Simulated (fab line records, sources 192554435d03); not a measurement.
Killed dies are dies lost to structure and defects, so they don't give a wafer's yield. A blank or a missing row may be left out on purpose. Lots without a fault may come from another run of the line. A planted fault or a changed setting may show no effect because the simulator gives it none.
fab line records | flow n5_finfet
record lots=6 wafers=18 last_day=18
route steps=1938 shown FIN_SAQP@118 BEOL_M4@1111
lots that met no fault: from a run of the same line without faults
start_h: hours from the record's first day to the start of the lot's first wafer shown | wait_h: hours since the lot's step before | " the same as in the row above | L1.1+2: a row that stands for several wafers | - no value, or no start given | * or withheld: withheld | < > ~ a bound
route shown NAME@n: a module of which the file shows steps, and the number in the route of the first | usual: mean/standard deviation of fault-free wafers | same: alike in all rows | chamber/n: place in a boat | sites: the reading at each site | _std_site: their standard deviation | _edge_site: outer sites' mean less inner sites' | radius_mm: how far each site lies from the wafer's centre | mask NAME#n: copy n | behind: the tool/chamber that last shaped the wafer | hold: why the lot was held/for how many hours/how that ended | device: the transistor (n, p or np) that didn't switch | end of line: the same wafers' tests at the end of the route | a step without rows: its recipe alone | killed: dies lost to structure and defects at the first sort, not the wafer's yield | map: a wafer's dies, x killed, . not, _ none there
set.NAME: the setting as run; set.NAME@STEP: as run at that earlier step | model.NAME: the simulator's own value behind a step, which no gauge read
lots at some steps of the route; a table a step, a row a wafer
services: from which hour (start_h, from the record's first day; less than 0 if before it) a tool's chamber was out of use, for how many hours, and why
## steps
# step N5_FIN_SAQP_HM_OPEN_73
# recipe chemistry=CHF3/O2 target=SiO2 stop_on=a-Si target_depth_a=120 over_etch_frac=1.8 mask_material=SOC time_s=16.8 pressure_mtorr=30 source_w=650 bias_w=170 Ar_flow_sccm=200 CHF3_flow_sccm=50 O2_flow_sccm=5 ion_energy_ev=200 ends=end_point
# step N5_FIN_SAQP_STRIP_74
# recipe chemistry=CHF3/O2 resist=SiARC rf_frequency_hz=6e+07
# step N5_FIN_SAQP_MANDREL_ETCH_22
# recipe target_depth_a=600 chemistry=HBr/Cl2 target=a-Si stop_on=SiNx bt_time_s=10 over_etch_frac=0.5 time_s=30 pressure_mtorr=10 icp_w=800 bias_w=75 HBr_flow_sccm=150 Cl2_flow_sccm=80 ends=end_point
# step N5_FIN_SAQP_STRIP_55
# recipe chemistry=N2/H2 power_w=500 temp_c=40 pressure_mtorr=50 rf_frequency_hz=6e+07 overash_fraction=0.3 bias_power_w=28 h2_frac=0.5 n2_flow_sccm=300 h2_flow_sccm=300
# step N5_FIN_SAQP_STRIP_23
# recipe chemistry=SPM time_s=750 temp_c=130 h2so4_h2o2_vol_ratio=4
# step N5_FIN_SAQP_SRD_66
# recipe dry=ipa_marangoni time_s=30 temp_c=23 rinse_liquid=diw
# step N5_FIN_SAQP_RECESS_75
# recipe chemistry=HF/NH3 target=SiO2 target_depth_a=144 afs_cycles=3 temp_c=30 sublimation_temp_c=180 sublimation_time_s=60
# usual drypump_motor_current_A=6.0/0.3
# columns lot.wafer tool chamber start_h wait_h drypump_motor_current_A
L727.1 vapor_etch-02 0 46.40 0.0 6.4
L727.2 " 1 " " 5.7
L727.4 " 1 " " 5.6
L729.1 vapor_etch-01 0 59.24 0.0 6.1
L729.4 " 1 " " 5.7
L729.5 " 0 " " 6.1
L740.3 vapor_etch-01 0 127.68 0.2 6.2
L740.4 " 1 " " 5.7
L740.6 " 0 " " 6.1
L744.1 vapor_etch-01 1 150.49 0.6 5.7
L744.5 " 1 " " 5.7
L744.6 " 0 " " 6.2
L745.1 vapor_etch-02 1 156.30 0.0 5.7
L745.4 " 0 " " 6.4
L745.5 " 0 " " 6.4
L746.2 vapor_etch-01 1 160.83 0.0 5.7
L746.3 " 0 " " 6.2
L746.4 " 1 " " 5.7
# step N5_FIN_SAQP_SPACER1_ALD_24
# recipe material=SiO2 target_thk_a=203 temp_c=300 ald_precursor_family=BDEAS ald_co_reactant=O2-plasma pulse_time_s=1 purge_time_s=2 co_reactant_purge_time_s=2 ald_cycles=218 pressure_torr=2
# usual chamber_pressure_Torr=2.001/0.0046 heater_power_w=463/20 precursor_pulse_height_rel=0.999/0.02
# same ald_cycles=218
# columns lot.wafer tool chamber start_h wait_h chamber_pressure_Torr heater_power_w precursor_pulse_height_rel
L727.1 ald_sin-04 0 46.79 0.3 2.003 446 0.980
L727.2 " 1 " " 1.989 456 1.037
L727.4 " 2 " " 2.003 438 0.981
L729.1 ald_sin-03 3 59.62 0.3 2.003 450 1.000
L729.4 " 1 " " 2.000 478 0.997
L729.5 " 2 " " 2.001 467 0.987
L740.3 ald_sin-01 0 127.95 0.1 2.005 478 1.027
L740.4 " 1 " " 2.000 429 1.023
L740.6 " 0 " " 2.004 477 0.990
L744.1 ald_sin-01 0 150.88 0.3 2.009 471 0.951
L744.5 " 3 " " 1.995 423 0.968
L744.6 " 2 " " 1.996 515 0.992
L745.1 ald_sin-03 3 156.69 0.3 2.000 456 0.998
L745.4 " 1 " " 2.001 478 1.037
L745.5 " 2 " " 1.999 479 0.998
L746.2 ald_sin-03 3 161.67 0.7 2.001 455 0.992
L746.3 " 1 " " 1.996 460 1.000
L746.4 " 0 " " 2.002 472 0.976
# step N5_FIN_SAQP_SPACER1_ETCHBACK_25
# recipe chemistry=CHF3/O2 mode=anisotropic_etchback target=SiO2 target_depth_a=244 time_s=12.2 pressure_mtorr=30 source_w=650 bias_w=170 Ar_flow_sccm=200 CHF3_flow_sccm=50 O2_flow_sccm=5 ion_energy_ev=200
# usual chamber_pressure_mTorr=29.998/0.027 drypump_motor_current_A=5.6/0.54 oes_o_777_au=0.77/0.084 oes_product_au=0.77/0.087 rf_fwd_power_W=646.4/2.2 rf_vpp_V=519/11 showerhead_plenum_p_Torr=2.38/0.061 throttle_valve_pct=18.92/0.24
# columns lot.wafer tool chamber start_h wait_h chamber_pressure_mTorr drypump_motor_current_A oes_o_777_au oes_product_au rf_fwd_power_W rf_hours_counter_h rf_vpp_V showerhead_plenum_p_Torr throttle_valve_pct
L727.1 rie_diel-01 2 47.65 0.5 29.984 5.1 0.73 0.71 645.4 201 531 2.39 18.76
L727.2 " 0 " " 30.036 6.0 0.82 0.83 648.7 68 512 2.45 18.85
L727.4 " 3 " " 29.995 6.0 0.70 0.70 647.4 224 518 2.40 19.30
L729.1 rie_diel-06 3 60.40 0.4 29.996 5.3 0.72 0.70 643.8 230 517 2.38 18.76
L729.4 " 2 " " 30.005 5.5 0.93 0.93 646.6 15 524 2.44 19.01
L729.5 " 2 " " 30.006 5.5 0.93 0.94 645.4 - 522 2.44 19.02
L740.3 rie_diel-06 0 128.66 0.4 29.994 5.5 0.70 0.69 644.2 250 497 2.28 19.16
L740.4 " 1 " " 29.970 4.9 0.81 0.82 647.6 - 533 2.43 18.66
L740.6 " 2 " " 30.023 5.5 0.87 0.88 646.3 - 523 2.43 19.06
L744.1 rie_diel-06 1 151.75 0.5 30.016 4.9 0.80 0.81 647.3 114 535 2.43 18.67
L744.5 " 1 " " 29.978 4.9 0.80 0.82 644.8 - 535 2.43 18.67
L744.6 " 2 " " 29.977 5.5 0.87 0.86 647.6 - 521 2.43 19.08
L745.1 rie_diel-06 1 157.48 0.4 29.998 4.9 0.80 0.81 648.5 117 534 2.43 18.66
L745.4 " 3 " " 29.936 5.3 0.95 0.94 644.1 - 517 2.37 18.45
L745.5 " 1 " " 29.985 4.9 0.80 0.81 645.4 - 535 2.43 18.68
L746.2 rie_diel-06 0 162.40 0.4 30.015 5.5 1.02 1.01 645.8 0 505 2.56 18.70
L746.3 " 2 " " 29.991 5.5 0.86 0.85 648.0 55 523 2.43 19.06
L746.4 " 3 " " 29.979 5.3 0.96 0.94 644.4 11 518 2.37 18.44
# step N5_FIN_SAQP_MANDREL1_REMOVE_56
# recipe chemistry=HBr/Cl2/O2 bt_time_s=10 target=a-Si stop_on=SiNx endpoint=OES-SiCl over_etch_frac=1 icp_w=600 bias_w=22 HBr_flow_sccm=150 Cl2_flow_sccm=80 O2_flow_sccm=5 pressure_mtorr=10
# step N5_FIN_SAQP_CD_MEAS_27
# recipe target_cd_nm=20 landing_energy_ev=1000 detector=se_inlens polarity=line
# usual cd_nm=20.27/0.21
# columns lot.wafer tool chamber start_h wait_h cd_nm
L727.1 cd_sem-01 0 47.85 0.1 19.88
L727.2 " 0 " " 20.50
L727.4 " 0 " " 20.43
L729.1 cd_sem-03 0 60.60 0.1 20.33
L729.4 " 0 " " 19.86
L729.5 " 0 " " 20.20
L740.3 cd_sem-03 0 128.87 0.1 20.32
L740.4 " 0 " " 20.30
L740.6 " 0 " " 20.09
L744.1 cd_sem-01 0 151.95 0.1 20.21
L744.5 " 0 " " 20.25
L744.6 " 0 " " 20.42
L745.1 cd_sem-03 0 157.68 0.1 20.15
L745.4 " 0 " " 20.38
L745.5 " 0 " " 20.69
L746.2 cd_sem-02 0 162.60 0.1 20.41
L746.3 " 0 " " 20.34
L746.4 " 0 " " 20.34
# step N5_FIN_SAQP_ETCH_57
# recipe chemistry=CH3F/O2 target=SiNx mask_material=SiO2 target_depth_a=325 time_s=46.4 pressure_mtorr=30 source_w=395 bias_w=73 Ar_flow_sccm=150 CH3F_flow_sccm=30 O2_flow_sccm=20 ion_energy_ev=120 ends=cleared
# usual chamber_pressure_mTorr=29.996/0.028 drypump_motor_current_A=5.6/0.48 etch_rf_on_time_s=46.5/1.1 oes_o_777_au=0.75/0.082 oes_product_au=0.64/0.071 rf_fwd_power_W=389.7/2.1 rf_vpp_V=294/4.9 showerhead_plenum_p_Torr=1.95/0.058 throttle_valve_pct=16.39/0.22
# columns lot.wafer tool chamber start_h wait_h chamber_pressure_mTorr drypump_motor_current_A etch_rf_on_time_s oes_o_777_au oes_product_au rf_fwd_power_W rf_hours_counter_h rf_vpp_V showerhead_plenum_p_Torr throttle_valve_pct
L727.1 rie_diel-06 3 47.94 0.1 29.974 5.3 45.6 0.71 0.60 387.0 226 295 1.98 16.24
L727.2 " 1 " " 30.014 4.9 45.3 0.84 0.72 388.5 70 303 2.04 16.08
L727.4 " 0 " " 29.967 5.5 46.9 0.74 0.61 388.2 217 282 1.89 16.54
L729.1 rie_diel-02 2 60.65 0.0 29.982 5.4 45.1 0.70 0.59 392.3 232 295 1.89 16.60
L729.4 " 0 " " 30.040 5.6 46.9 0.76 0.64 393.3 152 288 1.91 16.31
L729.5 " 0 " " 30.001 5.6 46.7 0.77 0.64 390.2 - 289 1.91 16.32
L740.3 rie_diel-02 0 128.91 0.0 29.981 5.6 45.9 0.76 0.63 391.3 167 288 1.90 16.34
L740.4 " 2 " " 30.046 5.4 46.0 0.68 0.59 392.8 - 294 1.89 16.62
L740.6 " 1 " " 29.975 5.4 48.6 0.66 0.58 392.3 - 295 1.91 16.48
L744.1 rie_diel-06 1 152.01 0.1 29.996 4.9 45.1 0.79 0.70 386.6 114 303 2.02 16.14
L744.5 " 1 " " 30.053 4.9 47.0 0.79 0.68 384.5 - 303 2.02 16.15
L744.6 " 3 " " 29.983 5.3 46.0 0.96 0.81 386.7 - 296 1.97 15.89
L745.1 rie_diel-02 0 157.73 0.0 29.943 5.6 47.0 0.74 0.62 390.3 180 290 1.90 16.35
L745.4 " 1 " " 29.954 5.4 49.2 0.65 0.57 389.6 - 296 1.90 16.51
L745.5 " 1 " " 30.028 5.4 48.1 0.65 0.57 388.2 - 295 1.90 16.49
L746.2 rie_diel-02 0 162.65 0.0 30.060 5.6 46.8 0.75 0.63 389.6 182 289 1.90 16.38
L746.3 " 2 " " 29.993 5.4 44.7 0.99 0.85 392.8 2 299 2.14 16.17
L746.4 " 1 " " 29.993 5.4 48.7 0.66 0.57 390.5 - 296 1.90 16.51
# step N5_FIN_SAQP_ETCH_65
# recipe chemistry=CF4 target=SiO2 target_depth_a=40 ion_energy_ev=350 time_s=4.4 pressure_mtorr=10 icp_w=800 bias_w=400 cf4_flow_sccm=80
# usual chamber_pressure_mTorr=10.000/0.0095 drypump_motor_current_A=5.6/0.46 he_backside_leak_sccm=2.7/0.31 oes_product_au=0.994/0.02 rf_fwd_power_W=791/3.1 throttle_valve_pct=21.71/0.16
# columns lot.wafer tool chamber start_h wait_h chamber_pressure_mTorr drypump_motor_current_A he_backside_leak_sccm oes_product_au rf_fwd_power_W rf_hours_counter_h throttle_valve_pct model.etch.depth_nm
L727.1 rie_si-06 3 48.04 0.1 10.008 6.3 2.6 0.996 - 92 21.61 3.709
L727.2 " 1 " " 10.006 5.1 2.6 0.975 790 180 21.73 3.957
L727.4 " 0 " " 10.006 5.4 2.9 0.996 - 26 21.68 3.705
L729.1 rie_si-06 3 60.76 0.1 10.004 6.3 2.5 0.993 - 93 21.61 3.698
L729.4 " 2 " " 10.007 5.4 2.4 0.990 - 2 21.58 3.7
L729.5 " 1 " " 10.006 5.1 2.9 0.985 793 - 21.74 3.988
L740.3 rie_si-06 3 129.02 0.1 10.006 6.4 2.6 1.018 795 94 21.60 4.063
L740.4 " 0 " " 9.996 5.4 2.8 0.994 787 28 21.67 3.963
L740.6 " 3 " " 9.992 6.3 2.6 0.995 793 - 21.62 4.047
L744.1 rie_si-06 2 152.12 0.1 10.015 5.4 2.5 0.998 793 4 21.57 4.037
L744.5 " 0 " " 9.995 5.3 2.9 0.989 792 - 21.68 3.956
L744.6 " 1 " " 10.000 5.1 2.4 0.990 795 - 21.72 4.07
L745.1 rie_si-06 3 157.88 0.1 9.990 6.4 2.4 0.995 791 94 21.59 3.949
L745.4 " 2 " " 10.001 5.4 2.6 0.996 792 4 21.58 4.015
L745.5 " 2 " " 9.993 5.4 2.5 0.996 792 - 21.56 4.031
L746.2 rie_si-06 1 162.76 0.1 10.000 5.1 2.6 0.989 794 182 21.71 4.042
L746.3 " 3 " " 9.997 6.4 2.5 0.987 794 94 21.61 3.967
L746.4 " 2 " " 9.974 5.4 2.4 1.001 790 4 21.57 4.042
# step N5_FIN_SAQP_MANDREL_ETCH_58
# recipe chemistry=HBr/Cl2 target=a-Si target_depth_a=450 bt_time_s=10 stop_on=SiNx mask_material=SiO2 over_etch_frac=0.8 time_s=27 pressure_mtorr=10 icp_w=800 bias_w=75 HBr_flow_sccm=150 Cl2_flow_sccm=80 ends=end_point
# usual chamber_pressure_mTorr=9.999/0.0092 drypump_motor_current_A=5.6/0.46 he_backside_leak_sccm=2.68/0.25 oes_product_au=0.690/0.011 rf_fwd_power_W=795.3/2.3 throttle_valve_pct=35.58/0.25
# columns lot.wafer tool chamber start_h wait_h chamber_pressure_mTorr drypump_motor_current_A he_backside_leak_sccm oes_product_au rf_fwd_power_W rf_hours_counter_h throttle_valve_pct
L727.1 rie_si-06 3 48.08 0.0 9.997 6.4 2.46 0.687 798.1 92 35.54
L727.2 " 1 " " 9.999 5.1 2.51 0.679 796.6 180 35.63
L727.4 " 0 " " 10.005 5.4 2.90 0.682 794.7 26 35.67
L729.1 rie_si-06 3 60.79 0.0 10.003 6.3 2.47 0.687 791.0 93 35.53
L729.4 " 2 " " 10.002 5.4 2.49 0.709 794.3 2 35.37
L729.5 " 1 " " 10.000 5.1 2.67 0.696 794.8 - 35.63
L740.3 rie_si-06 3 129.05 0.0 10.002 6.3 2.61 0.689 794.3 94 35.53
L740.4 " 0 " " 9.996 5.3 2.95 0.699 793.3 28 35.66
L740.6 " 3 " " 9.984 6.4 2.57 0.700 797.0 - 35.52
L744.1 rie_si-06 2 152.15 0.0 10.008 5.4 2.37 0.690 793.9 4 35.39
L744.5 " 0 " " 10.015 5.4 2.81 0.698 798.3 - 35.63
L744.6 " 1 " " 10.004 5.1 2.87 0.684 800.1 - 35.60
L745.1 rie_si-06 3 157.91 0.0 10.008 6.3 2.43 0.683 800.2 94 35.55
L745.4 " 2 " " 10.010 5.4 2.56 0.681 791.6 4 35.40
L745.5 " 2 " " 10.000 5.4 2.53 0.694 799.7 - 35.40
L746.2 rie_si-06 1 162.79 0.0 10.006 5.1 2.40 0.687 796.8 182 35.62
L746.3 " 3 " " 9.982 6.3 2.53 0.694 794.7 94 35.54
L746.4 " 2 " " 9.991 5.4 2.56 0.702 798.6 4 35.35
# step N5_BEOL_M4_RC_MEAS_101
# usual DIBL_N=36.2/1.6 DIBL_P=36.1/2 IOFF_N=0.16/0.032 IOFF_P=0.22/0.036 ION_N=672/11 ION_P=463/7.5 SS_N=71.4/0.58 SS_P=73.2/0.67 VT_N=250/3.3 VT_P=-250/3.3
# columns lot.wafer tool chamber start_h wait_h DIBL_N[mV/V] DIBL_P[mV/V] IOFF_N[nA/um] IOFF_P[nA/um] ION_N[uA/um] ION_P[uA/um] SS_N[mV/dec] SS_P[mV/dec] VT_N[mV] VT_P[mV]
L727.1 prober-01 0 197.43 0.0 36.9 34.6 0.15 0.19 671 463 71.6 72.6 247 -249
L727.2 " 0 " " 37.2 33.6 0.15 0.19 659 451 71.4 72.3 248 -252
L727.4 " 0 " " 35.8 33.3 0.13 0.19 661 459 70.7 72.9 250 -249
L729.1 prober-02 0 217.67 0.0 36.8 37.5 0.16 0.21 684 466 71.2 72.8 250 -251
L729.4 " 0 " " 35.6 36.2 0.14 0.18 669 458 71.4 73.0 252 -254
L729.5 " 0 " " 35.2 34.5 0.13 0.17 664 460 71.5 71.7 255 -255
L740.3 prober-02 0 273.44 0.3 36.3 37.0 0.14 0.22 652 458 71.4 73.1 257 -250
L740.4 " 0 " " 37.3 38.3 0.16 0.23 672 457 71.6 73.0 253 -249
L740.6 " 0 " " 36.4 37.1 0.15 0.22 663 467 71.6 72.8 253 -250
L744.1 prober-02 0 294.82 0.0 34.8 34.8 0.14 0.20 667 461 70.8 72.5 252 -248
L744.5 " 0 " " 36.3 34.7 0.16 0.19 667 459 72.1 73.4 253 -250
L744.6 " 0 " " 35.2 34.6 0.13 0.19 668 463 71.0 73.1 254 -248
L745.1 prober-02 0 322.86 0.0 35.0 35.9 0.14 0.18 678 465 70.4 72.6 252 -251
L745.4 " 0 " " 35.1 36.2 0.13 0.18 679 464 71.2 72.8 251 -252
L745.5 " 0 " " 36.3 37.7 0.16 0.21 677 467 71.5 72.8 250 -253
L746.2 prober-02 0 340.00 0.2 36.9 38.3 0.17 0.23 675 469 71.6 73.0 249 -251
L746.3 " 0 " " 34.1 34.9 0.12 0.19 668 464 71.0 72.4 254 -252
L746.4 " 0 " " 34.5 35.5 0.14 0.19 671 463 71.1 72.4 250 -250
## services
# columns tool chamber start_h hours kind
ald_sin-04 - 26.69 6.1 pm
vapor_etch-02 - 28.51 0.5 repair
ald_sin-01 2 47.70 4.4 repair
rie_si-06 0 81.36 1.9 repair
ald_sin-04 - 85.71 14.0 pm
rie_diel-02 - 96.68 28.1 pm
rie_diel-01 - 105.62 2.8 pm
ald_sin-01 - 114.67 2.8 pm
rie_diel-06 3 116.09 - clean
rie_diel-06 3 116.09 - consumable_replace:focus_ring
rie_diel-06 3 116.09 18.1 scheduled_down
rie_diel-06 3 116.09 18.1 vent_cycle
vapor_etch-02 - 122.94 15.6 pm
ald_sin-04 0 125.72 10.5 repair
rie_diel-02 3 126.12 3.5 repair
vapor_etch-01 - 131.62 0.8 repair
rie_diel-06 0 141.86 - clean
rie_diel-06 0 141.86 - consumable_replace:focus_ring
rie_diel-06 0 141.86 - consumable_replace:showerhead
rie_diel-06 0 141.86 17.7 scheduled_down
rie_diel-06 0 141.86 17.7 vent_cycle
vapor_etch-02 1 142.89 8.8 repair
rie_diel-02 3 143.67 19.0 repair
ald_sin-01 - 157.02 14.6 pm
## key
first_sign none at tools or gauges
model_effect step=N5_FIN_SAQP_ETCH_65 value=etch.depth_nm without=4.004 struck=3.703
met_at N5_FIN_SAQP_ETCH_65
struck_wafers L727.1,L727.4,L729.1,L729.4
fault kind=process_parameter_drift tool=rie_si-06 chamber=- onset_h=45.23 steps=N5_FIN_SAQP_ETCH_65 channel=time_s offset=* shape=step end_h=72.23 scope=struck_wafers_only acts_in=* stated=*
